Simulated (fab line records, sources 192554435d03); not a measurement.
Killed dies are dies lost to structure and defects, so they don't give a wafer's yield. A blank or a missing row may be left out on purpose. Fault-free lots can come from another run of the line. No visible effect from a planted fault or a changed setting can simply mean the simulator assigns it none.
fab line records    flow n5-finfet
record: lots: 9  wafers: 27  last-day: 17
route steps=1938 shown SD_EPI_P@322 SDB@356 DUMMY_REMOVAL@381 BEOL_M4@1111 PASSIVATION@1936
lots that met no fault: from a run of the same line without faults
start-h: the number of hours between the record's first day and the start of the first shown wafer of the lot    wait-h: how many hours have passed since the lot's step before this one    " same as the row above    L1.1+2: several wafers, shown together as one row    - no value, or no start given    * or withheld: withheld    < > ~ a bound
route shown NAME@n: names a module that has steps shown in the file, with the first one's number in the route    usual: mean/standard deviation of fault-free wafers    same: alike in all rows    chamber/n: place in a boat    sites: each site's reading    _std_site: how widely they spread, as a standard deviation    _edge_site: inner sites' mean taken away from outer sites' mean    radius-mm: how far each site lies from the wafer's centre    mask NAME#n: copy n    behind: the most recent tool/chamber to have shaped the wafer    hold: cause of the lot's hold/its duration in hours/its outcome    device: transistor that didn't switch, given as n, p or np    end of line: the same wafers' tests at the end of the route    step lacking rows: just its recipe    killed: dies lost to structure and defects at the first sort, not the wafer's yield    map: a wafer's dies, marking killed ones x, the rest . and places with no die _
set.NAME: the setting that was run; set.NAME@STEP: the one run at that earlier step    model.NAME: the simulator's own value behind a step, which no gauge read
one table for each step of the route and one row for each wafer, over a sample of lots
services: a tool's chamber out of use, with start hour (start-h, from the record's first day; less than 0 if before it), hours out, and reason
== steps ==
step: N5_SD_EPI_P_EPI_MEAS_23
recipe: mode: xrd
usual: thk-nm: 60.9/1.3
lot.wafer  tool           chamber  start-h  wait-h  thk-nm
L719.1     film-metro-02  -        59.64    1.8     63.9
L719.2     "              -        "        "       60.4
L719.4     "              -        "        "       59.8
L726.1     film-metro-02  -        99.87    1.8     62.2
L726.5     "              -        "        "       60.7
L726.6     "              -        "        "       59.0
L727.3     film-metro-02  -        106.34   1.1     59.5
L727.4     "              -        "        "       58.9
L727.6     "              -        "        "       60.5
L728.2     film-metro-01  -        112.91   1.5     60.5
L728.4     "              -        "        "       59.0
L728.5     "              -        "        "       60.0
L732.4     film-metro-02  -        137.04   0.8     61.3
L732.5     "              -        "        "       63.4
L732.6     "              -        "        "       60.0
L734.1     film-metro-02  -        150.17   3.2     60.9
L734.3     "              -        "        "       61.6
L734.4     "              -        "        "       61.4
L739.1     film-metro-01  -        177.46   1.8     62.0
L739.4     "              -        "        "       61.2
L739.6     "              -        "        "       63.4
L741.1     film-metro-01  -        193.03   1.8     61.2
L741.3     "              -        "        "       60.8
L741.5     "              -        "        "       59.4
L742.3     film-metro-01  -        195.01   1.1     62.8
L742.4     "              -        "        "       61.7
L742.6     "              -        "        "       61.8
step: N5_SDB_CD_MEAS_11
recipe: target-cd-nm: 50  landing-energy-ev: 500  detector: se-inlens  polarity: opening
usual: cd-nm: 49.8/1
lot.wafer  tool       chamber  start-h  wait-h  cd-nm
L719.1     cd-sem-03  0        67.21    -       51.2
L719.2     "          0        "        "       50.3
L719.4     "          0        "        "       50.0
L726.1     cd-sem-02  0        108.19   -       49.5
L726.5     "          0        "        "       51.1
L726.6     "          0        "        "       49.5
L727.3     cd-sem-02  0        114.62   -       49.7
L727.4     "          0        "        "       49.5
L727.6     "          0        "        "       49.5
L728.2     cd-sem-02  0        120.96   -       50.8
L728.4     "          0        "        "       49.8
L728.5     "          0        "        "       49.5
L732.4     cd-sem-01  0        145.04   -       51.7
L732.5     "          0        "        "       50.4
L732.6     "          0        "        "       50.1
L734.1     cd-sem-01  0        158.30   -       51.7
L734.3     "          0        "        "       51.0
L734.4     "          0        "        "       49.2
L739.1     cd-sem-01  0        185.44   -       49.4
L739.4     "          0        "        "       49.9
L739.6     "          0        "        "       50.5
L741.1     cd-sem-02  0        200.86   -       50.7
L741.3     "          0        "        "       49.4
L741.5     "          0        "        "       49.2
L742.3     cd-sem-02  0        203.09   -       48.2
L742.4     "          0        "        "       47.6
L742.6     "          0        "        "       48.1
step: N5_SDB_CUT_ETCH_26
recipe: chemistry: HBr/Cl2/O2  target: Si  target-depth-a: 1296  bt-time-s: 20  mask-material: SiNx  time-s: 51.8  ion-energy-ev: *  bias-w: *  pressure-mtorr: 10  icp-w: 800  HBr_flow_sccm: 150  Cl2_flow_sccm: 80  O2_flow_sccm: 12
usual: drypump-motor-current-A: 5.5/0.37  oes-product-au: 1.002/0.017  throttle-valve-pct: 37.07/0.24
lot.wafer  tool       chamber  start-h  wait-h  drypump-motor-current-A  oes-product-au  rf-hours-counter-h  throttle-valve-pct
L719.1     rie-si-06  1        68.13    0.1     5.4                      1.006           65                  36.92
L719.2     "          2        "        "       5.0                      0.974           71                  37.21
L719.4     "          0        "        "       5.3                      0.996           11                  37.35
L726.1     rie-si-03  0        108.90   0.1     5.2                      1.007           160                 36.83
L726.5     "          1        "        "       5.9                      1.016           -                   37.42
L726.6     "          0        "        "       5.2                      0.997           -                   36.84
L727.3     rie-si-03  3        115.31   0.1     5.3                      1.002           85                  37.10
L727.4     "          2        "        "       5.3                      1.030           49                  36.84
L727.6     "          3        "        "       5.3                      1.005           -                   37.10
L728.2     rie-si-05  2        123.09   0.1     5.6                      0.968           147                 37.06
L728.4     "          1        "        "       5.2                      0.999           63                  37.31
L728.5     "          0        "        "       6.4                      1.015           -                   36.89
L732.4     rie-si-05  1        145.87   0.0     5.2                      1.004           64                  37.30
L732.5     "          3        "        "       5.0                      1.002           -                   37.42
L732.6     "          0        "        "       6.4                      1.025           -                   36.88
L734.1     rie-si-06  3        159.03   0.1     5.9                      0.986           23                  36.70
L734.3     "          1        "        "       5.4                      1.010           66                  36.92
L734.4     "          2        "        "       5.0                      0.972           72                  37.23
L739.1     rie-si-06  1        187.22   0.1     5.3                      1.010           67                  36.93
L739.4     "          3        "        "       5.8                      0.993           23                  36.71
L739.6     "          1        "        "       5.3                      1.009           -                   36.94
L741.1     rie-si-06  1        201.83   0.1     5.4                      1.004           67                  36.92
L741.3     "          3        "        "       5.8                      0.998           23                  36.71
L741.5     "          3        "        "       5.8                      0.993           -                   36.71
L742.3     rie-si-06  3        204.15   0.1     5.9                      0.995           23                  36.70
L742.4     "          0        "        "       5.3                      1.005           14                  37.33
L742.6     "          0        "        "       5.3                      1.008           -                   37.34
step: N5_SDB_CMP_30
recipe: stop-on: poly-Si  t-overpolish-s: 1.54  post-cmp-clean: alkaline-brush  down-force-psi: 4.1491  platen-rpm: 51.796  pad-velocity-m-s: 1.0306  target-thk-nm: 30
usual: motor-current-A: 12.7/0.92  overpolish-run-s: 1.539/0.009  time-to-endpoint-s: 17.0/2.2
lot.wafer  tool    chamber  start-h  wait-h  motor-current-A  overpolish-run-s  time-to-endpoint-s
L719.4     cmp-03  0        71.42    1.4     11.2             1.515             19.7
L719.1     "       1        "        "       13.0             1.530             16.0
L719.2     "       3        "        "       14.2             1.542             19.7
L726.1     cmp-03  0        111.89   1.5     12.2             1.539             15.1
L726.5     "       2        "        "       13.4             1.534             15.5
L726.6     "       3        "        "       13.3             1.527             16.5
L727.3     cmp-03  0        118.36   1.4     12.2             1.536             13.8
L727.4     "       1        "        "       12.4             1.525             18.1
L727.6     "       0        "        "       11.9             1.538             16.9
L728.2     cmp-04  2        126.01   1.4     13.2             1.526             15.0
L728.4     "       1        "        "       13.2             1.540             16.9
L728.5     "       2        "        "       13.5             1.547             18.6
L732.4     cmp-03  0        148.87   0.1     12.1             1.549             17.9
L732.5     "       2        "        "       12.9             1.548             16.8
L732.6     "       3        "        "       12.7             1.561             20.0
L734.3     cmp-04  2        161.94   1.4     13.3             1.555             16.0
L734.1     "       0        "        "       11.0             1.541             15.2
L734.4     "       1        "        "       12.7             1.533             17.7
L739.4     cmp-01  1        190.18   1.4     13.7             1.548             15.5
L739.1     "       2        "        "       14.0             1.540             17.8
L739.6     "       1        "        "       12.8             1.555             16.1
L741.1     cmp-03  1        205.30   1.7     13.2             1.525             13.5
L741.3     "       2        "        "       12.7             1.526             16.4
L741.5     "       0        "        "       11.5             1.545             15.2
L742.4     cmp-01  3        207.10   1.4     11.4             1.552             13.4
L742.3     "       0        "        "       12.1             1.540             17.8
L742.6     "       2        "        "       14.2             1.551             18.1
step: N5_SDB_INSPECT_36
recipe: inspect-instrument: darkfield  mode: post-cmp
usual: raw-defect-count: 41/15
lot.wafer  tool               chamber  start-h  wait-h  raw-defect-count
L719.1     defect-inspect-01  -        71.74    0.0     35
L719.2     "                  -        "        "       48
L719.4     "                  -        "        "       31
L726.1     defect-inspect-01  -        112.13   0.0     325
L726.5     "                  -        "        "       60
L726.6     "                  -        "        "       44
L727.3     defect-inspect-02  -        118.69   0.0     333
L727.4     "                  -        "        "       18
L727.6     "                  -        "        "       342
L728.2     defect-inspect-01  -        126.33   0.0     29
L728.4     "                  -        "        "       28
L728.5     "                  -        "        "       36
L732.4     defect-inspect-02  -        149.11   0.0     347
L732.5     "                  -        "        "       40
L732.6     "                  -        "        "       48
L734.1     defect-inspect-02  -        162.26   0.0     46
L734.3     "                  -        "        "       34
L734.4     "                  -        "        "       37
L739.1     defect-inspect-01  -        190.46   0.0     38
L739.4     "                  -        "        "       24
L739.6     "                  -        "        "       27
L741.1     defect-inspect-02  -        205.58   0.0     29
L741.3     "                  -        "        "       51
L741.5     "                  -        "        "       37
L742.3     defect-inspect-01  -        207.39   0.0     30
L742.4     "                  -        "        "       69
L742.6     "                  -        "        "       32
step: N5_DUMMY_REMOVAL_INSPECT_06
recipe: inspect-instrument: brightfield  mode: aei
usual: raw-defect-count: 12/5.2
lot.wafer  tool               chamber  start-h  wait-h  raw-defect-count
L719.1     defect-inspect-01  -        71.97    0.0     12
L719.2     "                  -        "        "       10
L719.4     "                  -        "        "       14
L726.1     defect-inspect-01  -        112.36   0.0     310
L726.5     "                  -        "        "       12
L726.6     "                  -        "        "       11
L727.3     defect-inspect-02  -        118.92   0.0     308
L727.4     "                  -        "        "       11
L727.6     "                  -        "        "       312
L728.2     defect-inspect-01  -        126.56   0.0     10
L728.4     "                  -        "        "       6
L728.5     "                  -        "        "       13
L732.4     defect-inspect-02  -        149.35   0.0     302
L732.5     "                  -        "        "       6
L732.6     "                  -        "        "       8
L734.1     defect-inspect-02  -        162.50   0.0     13
L734.3     "                  -        "        "       15
L734.4     "                  -        "        "       10
L739.1     defect-inspect-01  -        190.70   0.0     16
L739.4     "                  -        "        "       7
L739.6     "                  -        "        "       14
L741.1     defect-inspect-02  -        205.81   0.0     11
L741.3     "                  -        "        "       13
L741.5     "                  -        "        "       10
L742.3     defect-inspect-02  -        207.62   0.0     24
L742.4     "                  -        "        "       16
L742.6     "                  -        "        "       12
step: N5_BEOL_M4_RC_MEAS_101
usual: DIBL_N: 35.9/1.9  DIBL_P: 35.8/2.4  IOFF_N: 0.15/0.031  IOFF_P: 0.21/0.037  ION_N: 672/13  ION_P: 462/8.3  SS_N: 71.5/0.72  SS_P: 73.2/0.67  VT_N: 250/3.4  VT_P: -250/3.4
lot.wafer  tool       chamber  start-h  wait-h  DIBL_N[mV/V]  DIBL_P[mV/V]  IOFF_N[nA/um]  IOFF_P[nA/um]  ION_N[uA/um]  ION_P[uA/um]  SS_N[mV/dec]  SS_P[mV/dec]  VT_N[mV]  VT_P[mV]
L719.1     prober-02  0        166.95   0.0     37.0          37.6          0.15           0.22           676           466           71.2          73.8          250       -250
L719.2     "          0        "        "       36.5          35.3          0.13           0.18           657           450           71.2          73.2          253       -253
L719.4     "          0        "        "       36.5          36.1          0.13           0.19           660           457           71.4          72.7          252       -251
L726.1     prober-02  0        203.01   0.0     35.9          36.7          0.16           0.22           684           462           70.7          73.4          248       -252
L726.5     "          0        "        "       33.1          32.7          0.11           0.16           657           456           70.2          71.7          252       -254
L726.6     "          0        "        "       36.3          36.9          0.17           0.22           678           460           71.2          73.2          247       -248
L727.3     prober-02  0        205.56   0.3     36.2          38.6          0.18           0.23           695           470           72.5          73.3          245       -250
L727.4     "          0        "        "       39.5          41.0          0.23           0.26           689           451           73.2          75.1          245       -253
L727.6     "          0        "        "       36.9          38.6          0.18           0.21           679           456           72.7          74.0          248       -254
L728.2     prober-02  0        220.61   0.2     37.3          35.6          0.15           0.20           661           455           72.2          73.8          252       -250
L728.4     "          0        "        "       40.0          39.7          0.20           0.27           683           464           73.4          73.9          248       -249
L728.5     "          0        "        "       34.2          33.6          0.11           0.18           652           455           71.5          72.0          255       -252
L732.4     prober-01  0        245.17   0.5     36.8          38.0          0.17           0.24           676           465           71.6          73.1          249       -245
L732.5     "          0        "        "       35.0          35.3          0.14           0.20           655           459           71.8          73.2          253       -247
L732.6     "          0        "        "       34.6          36.1          0.14           0.21           679           470           71.0          73.0          249       -246
L734.1     prober-01  0        256.16   0.0     38.7          40.9          0.24           0.30           691           472           72.6          73.3          244       -245
L734.3     "          0        "        "       38.1          38.9          0.21           0.25           670           463           72.7          72.8          247       -244
L734.4     "          0        "        "       36.4          37.9          0.17           0.22           684           469           71.6          74.0          251       -247
L739.1     prober-01  0        295.81   0.0     37.3          37.4          0.19           0.26           682           470           71.5          73.0          244       -246
L739.4     "          0        "        "       35.4          36.2          0.16           0.23           676           472           70.8          73.6          247       -248
L739.6     "          0        "        "       35.8          35.8          0.17           0.23           688           471           70.9          72.9          247       -248
L741.1     prober-01  0        310.02   0.0     38.1          39.6          0.19           0.26           677           462           72.5          74.5          246       -246
L741.3     "          0        "        "       37.9          38.2          0.18           0.23           696           474           72.1          74.2          249       -248
L741.5     "          0        "        "       35.8          37.0          0.15           0.20           674           464           71.2          74.0          251       -251
L742.3     prober-02  0        313.89   0.3     34.6          33.6          0.13           0.20           674           473           70.6          72.7          250       -251
L742.4     "          0        "        "       36.8          35.7          0.17           0.23           690           475           71.4          73.0          249       -247
L742.6     "          0        "        "       36.9          35.7          0.16           0.23           682           473           71.3          72.5          253       -247
step: N5_PASSIVATION_PROBE_49
usual: defect-limited-yield: 91.6/1.2  killed_at_M0_to_M3: 33/9.4  killed_at_M4_up: 13/5.2  killed-at-contacts: 13/5.6  killed-at-front-end: 37/9.5  killed-at-other: 4/3.1  killed-dies: 99/15  killed-on-rim: 13/3.6  killed-open: 65/11  killed-short: 32/7.5  sort_bin_5_function: 4.9/0.77  sort_bin_6_memory: 3.1/0.65  sort-n-pass: 1081/15  sort-yield-pct: 91.6/1.2
same: gross-dies: 1180  killed-at-back-side: 0  sort_bin_4_leakage[%]: 0  sort_bin_8_speed[%]: 0
lot.wafer  tool       chamber  start-h  wait-h  defect-limited-yield[%]  killed_at_M0_to_M3  killed_at_M4_up  killed-at-contacts  killed-at-front-end  killed-at-other  killed-dies  killed-on-rim  killed-open  killed-short  sort_bin_5_function[%]  sort_bin_6_memory[%]  sort-n-pass  sort-yield-pct[%]
L727.3     prober-01  -        321.90   0.1     72.8                     27                  11               3                   280                  0                321          45             47           16            16.0                    9.8                   859          72.8
L727.4     prober-01  -        321.95   0.2     90.8                     31                  23               7                   47                   1                109          15             83           26            5.3                     3.8                   1071         90.8
L727.6     prober-01  -        322.05   0.3     69.3                     32                  19               5                   305                  1                362          40             58           35            18.1                    10.6                  818          69.3
L726.1     prober-02  -        323.79   0.0     70.3                     34                  14               6                   291                  6                351          43             61           42            18.4                    9.7                   829          70.3
L726.5     prober-02  -        323.99   0.2     93.2                     19                  6                17                  34                   4                80           13             44           35            4.1                     2.4                   1100         93.2
L726.6     prober-02  -        324.04   0.3     91.1                     26                  18               14                  37                   10               105          13             70           35            5.6                     3.0                   1075         91.1
L732.4     prober-01  -        350.01   0.2     73.6                     17                  12               6                   272                  4                311          43             46           22            16.7                    8.4                   869          73.6
L732.5     prober-01  -        350.06   0.2     92.2                     23                  8                12                  45                   4                92           7              68           21            4.7                     2.9                   1088         92.2
L732.6     prober-01  -        350.11   0.3     90.8                     33                  9                15                  50                   2                109          16             74           35            5.3                     3.6                   1071         90.8
killed by level:class
L727.3 SDB:unspecified=253 FIN_SAQP:geometric-particle:open=9 BEOL_M3:geometric-particle:open=8 BEOL_M2:geometric-particle:open=6 BEOL_M4:geometric-particle:open=5 BEOL_M0_SAQP:geometric-particle:short=5 MOL_CONTACT_COAG:geometric-particle:open=3 BEOL_M0_SAQP:geometric-particle:open=3
L727.4 STI_FIN_REVEAL:geometric-particle:open=15 BEOL_M3:geometric-particle:open=12 FIN_SAQP:geometric-particle:open=10 BEOL_M4:geometric-particle:open=9 BEOL_M5:geometric-particle:open=8 FIN_SAQP:geometric-particle:short=7 DUMMY_GATE:geometric-particle:open=6 BEOL_M0_SAQP:geometric-particle:open=6
L727.6 SDB:unspecified=269 FIN_SAQP:geometric-particle:short=12 BEOL_M0_SAQP:geometric-particle:open=10 BEOL_M0_SAQP:geometric-particle:short=8 BEOL_M4:geometric-particle:open=7 BEOL_M3:geometric-particle:open=6 FIN_SAQP:geometric-particle:open=5 STI_FIN_REVEAL:geometric-particle:open=5
L726.1 SDB:unspecified=246 FIN_SAQP:geometric-particle:short=13 STI_FIN_REVEAL:geometric-particle:open=10 BEOL_M0_SAQP:geometric-particle:open=9 FIN_SAQP:geometric-particle:open=8 BEOL_M0_SAQP:geometric-particle:short=8 MOL_CONTACT_COAG:geometric-particle:open=6 BEOL_M1:geometric-particle:short=5
L726.5 MOL_CONTACT_COAG:geometric-particle:open=14 FIN_SAQP:geometric-particle:short=8 FIN_SAQP:geometric-particle:open=6 BEOL_M1:geometric-particle:open=5 SPACER0:geometric-particle:open=4 GATE_CUT:geometric-particle:short=3 MOL_CONTACT_COAG:geometric-particle:short=3 BEOL_M3:geometric-particle:open=3
L726.6 MOL_CONTACT_COAG:geometric-particle:open=13 FIN_SAQP:geometric-particle:short=8 FIN_SAQP:geometric-particle:open=8 BEOL_M4:geometric-particle:open=8 BEOL_M2:geometric-particle:open=8 PASS1_CAP:geometric-particle:open=6 BEOL_M1:geometric-particle:short=6 BEOL_M0_SAQP:geometric-particle:open=5
L732.4 SDB:unspecified=242 STI_FIN_REVEAL:geometric-particle:open=5 DUMMY_GATE:geometric-particle:open=5 MOL_CONTACT_COAG:geometric-particle:open=5 BEOL_M4:geometric-particle:open=5 BEOL_M5:geometric-particle:open=4 ILD0:geometric-particle:short=3 ILD0:geometric-particle:open=3
L732.5 MOL_CONTACT_COAG:geometric-particle:open=12 STI_FIN_REVEAL:geometric-particle:open=11 DUMMY_GATE:geometric-particle:open=9 GATE_CUT:geometric-particle:short=6 BEOL_M3:geometric-particle:open=6 BEOL_M1:geometric-particle:open=6 BEOL_M2:geometric-particle:open=5 GATE_CUT:geometric-particle:open=4
L732.6 BEOL_M1:geometric-particle:open=14 FIN_SAQP:geometric-particle:open=13 MOL_CONTACT_COAG:geometric-particle:open=10 BEOL_M0_SAQP:geometric-particle:short=10 GATE_CUT:geometric-particle:short=9 DUMMY_GATE:geometric-particle:open=7 STI_FIN_REVEAL:geometric-particle:open=5 GATE_CUT:geometric-particle:open=5
== services ==
tool       chamber  start-h  hours  kind
cmp-03     -        44.88    0.4    repair
cmp-04     -        44.89    4.0    pm
cmp-04     -        48.89    -      consumable-replace:conditioner
cmp-04     -        48.89    -      consumable-replace:pad
cmp-03     -        52.29    0.4    repair
cmp-01     -        68.29    5.6    pm
cmp-01     -        73.95    5.2    repair
rie-si-05  0        74.62    4.3    repair
cmp-01     -        85.05    2.1    repair
rie-si-03  -        98.94    0.1    repair
rie-si-03  1        120.34   4.1    repair
cmp-03     -        122.31   4.0    pm
cmp-03     -        126.31   -      consumable-replace:conditioner
cmp-03     -        126.31   -      consumable-replace:pad
cmp-04     -        126.40   0.5    repair
cmp-04     -        132.51   3.9    repair
cmp-03     -        137.84   5.7    pm
rie-si-03  -        146.98   0.6    repair
cmp-03     -        157.44   0.8    repair
cmp-04     -        168.52   7.0    pm
cmp-03     -        178.16   0.6    repair
rie-si-06  -        184.18   2.8    pm
cmp-03     -        192.81   6.1    repair
cmp-04     -        202.78   8.0    repair
== key ==
first-sign: step: N5_SDB_INSPECT_36  reading: raw-defect-count  direction: up  sigmas: 19  usual: 41  struck: 337
effect: step: N5_DUMMY_REMOVAL_INSPECT_06  reading: raw-defect-count  direction: up  sigmas: 57  usual: 12  struck: 308
effect: step: N5_PASSIVATION_PROBE_49  reading: killed-at-front-end  direction: up  sigmas: 26  usual: 37  struck: 287
more-kills-born-at: N5_SDB_CMP_30@cmp-03: 1010
met-at N5_SDB_CMP_30
struck-lots L726,L727,L732
struck-wafers L726.1,L727.3,L727.6,L732.4
not-acting-at N5_SD_EPI_P_EPI_MEAS_23,N5_SDB_CD_MEAS_11,N5_SDB_CUT_ETCH_26
onset-between 71.42 111.89
fault: kind: chamber-particle-source  tool: cmp-03  chamber: 0  onset-h: 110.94  steps: N5_SDB_CMP_30  rate-per-visit-cm2: 0.46237  end-h: 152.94
